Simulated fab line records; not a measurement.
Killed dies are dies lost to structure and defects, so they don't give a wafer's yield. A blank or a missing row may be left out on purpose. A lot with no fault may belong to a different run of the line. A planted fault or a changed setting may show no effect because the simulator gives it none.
Which of the tools did it? ; flow nandHarc ; Sampling: 12 lots, 36 wafers, 6 of 1159 route steps

WHAT EACH GAUGE READ, for each wafer
NHARC_P_ZERO_WELL_CD_MEAS_37 targets a cd of 720 nm. Usual: cdNm 719.2 nm, standard deviation 1.8.
lot;measured;on;cdNm (nm);flag
L478;day 1 16:10;cdSem-03;721.4 718.9 721.0;
L479;day 2 14:25;cdSem-02;- - -;OFF
L491;day 4 22:17;cdSem-01;720.0 722.5 720.5;
L492;day 5 04:11;cdSem-01;716.6 719.1 719.0;
L493;day 5 10:01;cdSem-01;714.8 716.2 719.1;
L494;day 5 16:07;cdSem-02;719.5 719.0 718.4;
L496;day 6 04:08;cdSem-03;721.6 719.8 719.3;
L497;day 6 10:07;cdSem-03;721.1 720.7 719.0;
L498;day 6 16:00;cdSem-03;720.7 721.2 720.3;
L499;day 6 22:06;cdSem-03;718.9 719.8 719.8;
L500;day 7 04:01;cdSem-03;716.1 718.1 720.6;
L501;day 7 10:07;cdSem-01;719.9 720.1 721.5;

NHARC_P_ZERO_WELL_INSPECT_43. Usual: rawDefectCount 14, standard deviation 7.3.
lot;measured;on;rawDefectCount;flag
L478;day 1 19:41;defectInspect-01;4 6 6;
L479;day 2 17:52;defectInspect-01;8 17 20;
L491;day 5 01:58;defectInspect-02;14 16 20;
L492;day 5 07:41;defectInspect-01;12 10 5;
L493;day 5 13:22;defectInspect-02;30 23 18;
L494;day 5 19:28;defectInspect-01;8 13 20;
L496;day 6 07:37;defectInspect-02;13 12 26;
L497;day 6 13:35;defectInspect-02;16 32 26;
L498;day 6 19:21;defectInspect-01;14 16 17;
L499;day 7 01:31;defectInspect-02;27 15 8;
L500;day 7 07:34;defectInspect-02;13 8 5;
L501;day 7 13:35;defectInspect-01;7 4 5;

NHARC_END_SORT_01. Usual: killedAtArray 29, standard deviation 9.4; killedAtOther 0.7, standard deviation 1.3; killedAtPeriphery 2.9, standard deviation 2.1; killedDies 32, standard deviation 9; killedOpen 3.3, standard deviation 1.8; killedShort 1.9, standard deviation 1.4.
lot;measured;on;killedAtArray;killedAtOther;killedAtPeriphery;killedDies;killedOpen;killedShort;flag
L479;day 21 00:12;prober-01;24 24 26;0 0 0;653 653 651;677 677 677;0 4 5;1 3 0;OFF

WHAT TOOL EACH LOT RAN ON (gives the tool, then ch and the chambers of the sampled wafers, and finally the start)
lot;NHARC_P_ZERO_WELL_ETCH_65;NHARC_P_ZERO_WELL_ETCH_63;NHARC_P_ZERO_WELL_EXPOSE_34
L478;rieDiel-02 ch 0,1,3, day 1 13:25;rieSi-03 ch 1,2,3, day 1 13:38;krfScanner-03 ch 0, day 1 16:00
L479;rieDiel-07 ch 0,3, day 1 19:31;rieSi-03 ch 0,3, day 1 19:43;krfScanner-03 ch 0, day 2 14:16
L491;rieDiel-06 ch 1,2,3, day 4 19:32;rieSi-03 ch 0,1,3, day 4 19:43;krfScanner-04 ch 0, day 4 22:08
L492;rieDiel-07 ch 0,2, day 5 01:31;rieSi-04 ch 0,1,3, day 5 01:42;krfScanner-03 ch 0, day 5 04:02
L493;rieDiel-02 ch 1,2, day 5 07:22;rieSi-02 ch 0,1, day 5 07:33;krfScanner-04 ch 0, day 5 09:52
L494;rieDiel-06 ch 0,1,2, day 5 13:29;rieSi-04 ch 0,1,2, day 5 13:40;krfScanner-03 ch 0, day 5 15:58
L496;rieDiel-07 ch 0,2,3, day 6 01:31;rieSi-02 ch 0,1,2, day 6 01:40;krfScanner-02 ch 0, day 6 03:58
L497;rieDiel-02 ch 1,2, day 6 07:29;rieSi-02 ch 0,1, day 6 07:40;krfScanner-02 ch 0, day 6 09:58
L498;rieDiel-06 ch 0,1,2, day 6 13:22;rieSi-02 ch 1,2,3, day 6 13:34;krfScanner-03 ch 0, day 6 15:51
L499;rieDiel-06 ch 0,1, day 6 19:29;rieSi-04 ch 0,1, day 6 19:40;krfScanner-03 ch 0, day 6 21:57
L500;rieDiel-06 ch 1,2, day 7 01:29;rieSi-04 ch 0,1,3, day 7 01:41;krfScanner-03 ch 0, day 7 03:51
L501;rieDiel-07 ch 0,1,3, day 7 07:29;rieSi-02 ch 0,1,3, day 7 07:38;krfScanner-03 ch 0, day 7 09:57
- NHARC_P_ZERO_WELL_ETCH_65: etches the open film in N2/H2, target depth 80 nm, overetch 24 nm, time 87.88 s.
- NHARC_P_ZERO_WELL_ETCH_63: etches the open film in HBr/Cl2, target depth 120 nm, time 40.1 s.
- NHARC_P_ZERO_WELL_EXPOSE_34: exposes mask P PWELL, target cd 720 nm.

WHAT THE TOOLS THEMSELVES READ (means of the sampled wafers that have a number; where no wafer has one, the mark that the record gives instead)
NHARC_P_ZERO_WELL_ETCH_65. Usual: drypumpMotorCurrentA 5.87 A, standard deviation 0.29; oesProductAu 1.002 a.u., standard deviation 0.0099; rfVppV 431.3 V, standard deviation 1.8; showerheadPlenumPTorr 2.07 Torr, standard deviation 0.061; throttleValvePct 14.171 %, standard deviation 0.0084.
lot;tool;drypumpMotorCurrentA (A);oesProductAu (a.u.);rfVppV (V);showerheadPlenumPTorr (Torr);throttleValvePct (%);flag
L478;rieDiel-02;5.94;1.009;431.3;2.03;14.168;
L479;rieDiel-07;6.09;1.013;430.4;2.07;14.173;
L491;rieDiel-06;5.87;1.003;430.8;2.03;14.164;
L492;rieDiel-07;5.99;0.997;432.4;2.10;14.175;
L493;rieDiel-02;6.04;1.002;432.2;2.11;14.169;
L494;rieDiel-06;5.98;0.997;430.8;2.04;14.169;
L496;rieDiel-07;5.86;1.001;431.3;2.09;14.171;
L497;rieDiel-02;6.04;1.009;431.3;2.06;14.175;
L498;rieDiel-06;6.00;1.006;430.7;2.04;14.175;
L499;rieDiel-06;5.98;0.995;429.4;2.04;14.170;
L500;rieDiel-06;5.85;1.002;430.6;2.05;14.171;
L501;rieDiel-07;5.75;1.004;432.0;2.10;14.169;

NHARC_P_ZERO_WELL_ETCH_63. Usual: drypumpMotorCurrentA 5.9 A, standard deviation 0.35; oesProductAu 0.999 a.u., standard deviation 0.0099; throttleValvePct 26.405 %, standard deviation 0.0096.
lot;tool;drypumpMotorCurrentA (A);oesProductAu (a.u.);throttleValvePct (%);flag
L478;rieSi-03;6.3;1.002;26.406;
L479;rieSi-03;6.3;0.989;26.398;
L491;rieSi-03;6.2;0.996;26.404;
L492;rieSi-04;5.6;1.000;26.398;
L493;rieSi-02;5.5;1.002;26.404;
L494;rieSi-04;5.6;1.011;26.410;
L496;rieSi-02;5.8;0.997;26.411;
L497;rieSi-02;5.5;1.002;26.402;
L498;rieSi-02;6.0;0.998;26.403;
L499;rieSi-04;5.4;0.997;26.405;
L500;rieSi-04;5.5;0.994;26.408;
L501;rieSi-02;5.9;1.004;26.412;

THE ANSWER, worked out from the rows above alone
Rule: lot off if the mean of its wafers having a number is beyond 3 standard deviations from the usual mean. Also off: a lot with no number at a reading for which 4 or more lots have one. Any other lot the step has rows for is counted as sound. First the gauges in route order, then the tools' own readings, where a lot's mean is used as printed above. At the first step where some lot is off, the reading lying furthest off is the one used; lots without a number count as furthest.
Off at NHARC_P_ZERO_WELL_CD_MEAS_37 (cdNm): L479. Without a number there: L479.
If a tool, at a process step before that reading, ran all the lots that are off and no sound lot after the first of them, it fits. Not tried: the gauges at NHARC_P_ZERO_WELL_CD_MEAS_37; whatever is off there is also off at NHARC_END_SORT_01, on other tools, and gauge error can't account for it. No candidate that was tried fits.

WHAT THE SIMULATOR PUT IN
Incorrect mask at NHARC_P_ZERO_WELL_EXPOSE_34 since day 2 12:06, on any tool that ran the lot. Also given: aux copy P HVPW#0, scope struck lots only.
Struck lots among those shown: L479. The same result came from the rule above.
